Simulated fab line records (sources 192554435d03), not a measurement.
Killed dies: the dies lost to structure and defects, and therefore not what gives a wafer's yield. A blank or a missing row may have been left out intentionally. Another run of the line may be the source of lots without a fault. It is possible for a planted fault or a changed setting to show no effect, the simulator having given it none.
Matching of chambers :: flow n5Finfet :: N5_BEOL_M0_SAQP_PECVD_97 on pecvd-03: 3 sister chambers
The step deposits SiNx from SiH4/NH3/N2, target thk 23 nm, time 19.9 s. 24 wafers are shown with their chamber, then 12 later ones without.

WAFERS WITH THEIR CHAMBER
wafer: L074.1
chamber: 1
throttleValvePct (%): 38.7
showerheadPlenumPTorr (Torr): 5.124
heaterPowerW (W): 562

wafer: L074.4
chamber: 2
throttleValvePct (%): 37.5
showerheadPlenumPTorr (Torr): 5.066
heaterPowerW (W): 494

wafer: L074.6
chamber: 1
throttleValvePct (%): 38.7
showerheadPlenumPTorr (Torr): 5.130
heaterPowerW (W): 449

wafer: L075.2
chamber: 0
throttleValvePct (%): 40.3
showerheadPlenumPTorr (Torr): 5.110
heaterPowerW (W): 570

wafer: L075.4
chamber: 2
throttleValvePct (%): 37.5
showerheadPlenumPTorr (Torr): 5.064
heaterPowerW (W): 588

wafer: L075.5
chamber: 0
throttleValvePct (%): 40.8
showerheadPlenumPTorr (Torr): 5.103
heaterPowerW (W): 578

wafer: L078.1
chamber: 1
throttleValvePct (%): 38.8
showerheadPlenumPTorr (Torr): 5.119
heaterPowerW (W): 499

wafer: L078.2
chamber: 2
throttleValvePct (%): 37.6
showerheadPlenumPTorr (Torr): 5.054
heaterPowerW (W): 583

wafer: L078.4
chamber: 1
throttleValvePct (%): 38.9
showerheadPlenumPTorr (Torr): 5.136
heaterPowerW (W): 507

wafer: L082.3
chamber: 0
throttleValvePct (%): 40.9
showerheadPlenumPTorr (Torr): 5.121
heaterPowerW (W): 523

wafer: L082.4
chamber: 1
throttleValvePct (%): 38.8
showerheadPlenumPTorr (Torr): 5.121
heaterPowerW (W): 554

wafer: L082.6
chamber: 2
throttleValvePct (%): 37.6
showerheadPlenumPTorr (Torr): 5.073
heaterPowerW (W): 566

wafer: L083.2
chamber: 1
throttleValvePct (%): 38.5
showerheadPlenumPTorr (Torr): 5.132
heaterPowerW (W): 535

wafer: L083.5
chamber: 0
throttleValvePct (%): 40.8
showerheadPlenumPTorr (Torr): 5.111
heaterPowerW (W): 573

wafer: L083.6
chamber: 1
throttleValvePct (%): 38.5
showerheadPlenumPTorr (Torr): 5.121
heaterPowerW (W): 528

wafer: L084.1
chamber: 0
throttleValvePct (%): 41.0
showerheadPlenumPTorr (Torr): 5.113
heaterPowerW (W): 538

wafer: L084.3
chamber: 2
throttleValvePct (%): 37.4
showerheadPlenumPTorr (Torr): 5.059
heaterPowerW (W): 535

wafer: L084.5
chamber: 2
throttleValvePct (%): 37.4
showerheadPlenumPTorr (Torr): 5.068
heaterPowerW (W): 530

wafer: L085.2
chamber: 2
throttleValvePct (%): 37.8
showerheadPlenumPTorr (Torr): 5.059
heaterPowerW (W): 595

wafer: L085.4
chamber: 2
throttleValvePct (%): 37.6
showerheadPlenumPTorr (Torr): 5.086
heaterPowerW (W): 579

wafer: L085.6
chamber: 0
throttleValvePct (%): 40.8
showerheadPlenumPTorr (Torr): 5.114
heaterPowerW (W): 561

wafer: L087.1
chamber: 1
throttleValvePct (%): 38.9
showerheadPlenumPTorr (Torr): 5.117
heaterPowerW (W): 513

wafer: L087.2
chamber: 0
throttleValvePct (%): 41.0
showerheadPlenumPTorr (Torr): 5.111
heaterPowerW (W): 536

wafer: L087.5
chamber: 1
throttleValvePct (%): 38.5
showerheadPlenumPTorr (Torr): 5.133
heaterPowerW (W): 515

SIGNATURES (means of the wafers above)
reading: throttleValvePct
chamber 0: 40.800
chamber 1: 38.700
chamber 2: 37.550
scatter within a chamber: 0.18

reading: showerheadPlenumPTorr
chamber 0: 5.11186
chamber 1: 5.12589
chamber 2: 5.06613
scatter within a chamber: 0.00774

reading: heaterPowerW
chamber 0: 554.14
chamber 1: 518.00
chamber 2: 558.75
scatter within a chamber: 31.2
Rule: distance of a wafer from a chamber = root of the sum over the readings of ((wafer's reading minus chamber's mean) / reading's scatter) squared. The wafer belongs to the nearest chamber; if the next one is less than 2 further off, it can't be placed. How the scatter is found: for the shown wafers, subtract from each reading the mean of its chamber, square and add these, divide the total by (wafers less chambers), then take the root.

WAFERS WITHOUT THEIR CHAMBER
wafer: L088.1
throttleValvePct (%): 38.5
showerheadPlenumPTorr (Torr): 5.129
heaterPowerW (W): 513

wafer: L088.4
throttleValvePct (%): 38.7
showerheadPlenumPTorr (Torr): 5.125
heaterPowerW (W): 518

wafer: L088.5
throttleValvePct (%): 41.3
showerheadPlenumPTorr (Torr): 5.110
heaterPowerW (W): 549

wafer: L090.1
throttleValvePct (%): 41.4
showerheadPlenumPTorr (Torr): 5.121
heaterPowerW (W): 536

wafer: L090.5
throttleValvePct (%): 37.3
showerheadPlenumPTorr (Torr): 5.065
heaterPowerW (W): 578

wafer: L090.6
throttleValvePct (%): 41.0
showerheadPlenumPTorr (Torr): 5.111
heaterPowerW (W): 511

wafer: L076.2
throttleValvePct (%): 41.6
showerheadPlenumPTorr (Torr): 5.120
heaterPowerW (W): 470

wafer: L076.3
throttleValvePct (%): 38.6
showerheadPlenumPTorr (Torr): 5.134
heaterPowerW (W): 520

wafer: L076.5
throttleValvePct (%): 38.6
showerheadPlenumPTorr (Torr): 5.128
heaterPowerW (W): 526

wafer: L096.1
throttleValvePct (%): 38.7
showerheadPlenumPTorr (Torr): 5.128
heaterPowerW (W): 550

wafer: L096.3
throttleValvePct (%): 35.4
showerheadPlenumPTorr (Torr): 5.051
heaterPowerW (W): 540

wafer: L096.4
throttleValvePct (%): 38.7
showerheadPlenumPTorr (Torr): 5.112
heaterPowerW (W): 560

THE CHAMBER EACH PASSED THROUGH
wafer: L088.1
from the rows above: 1
in truth: 1

wafer: L088.4
from the rows above: 1
in truth: 1

wafer: L088.5
from the rows above: 0
in truth: 0

wafer: L090.1
from the rows above: 0
in truth: 0

wafer: L090.5
from the rows above: 2
in truth: 2

wafer: L090.6
from the rows above: 0
in truth: 0

wafer: L076.2
from the rows above: 0
in truth: 0

wafer: L076.3
from the rows above: 1
in truth: 1

wafer: L076.5
from the rows above: 1
in truth: 1

wafer: L096.1
from the rows above: 1
in truth: 1

wafer: L096.3
from the rows above: 2
in truth: 2

wafer: L096.4
from the rows above: 1
in truth: 1
Placed correctly: 12 of 12. Not placeable from these rows: 0. Wrongly placed: 0.
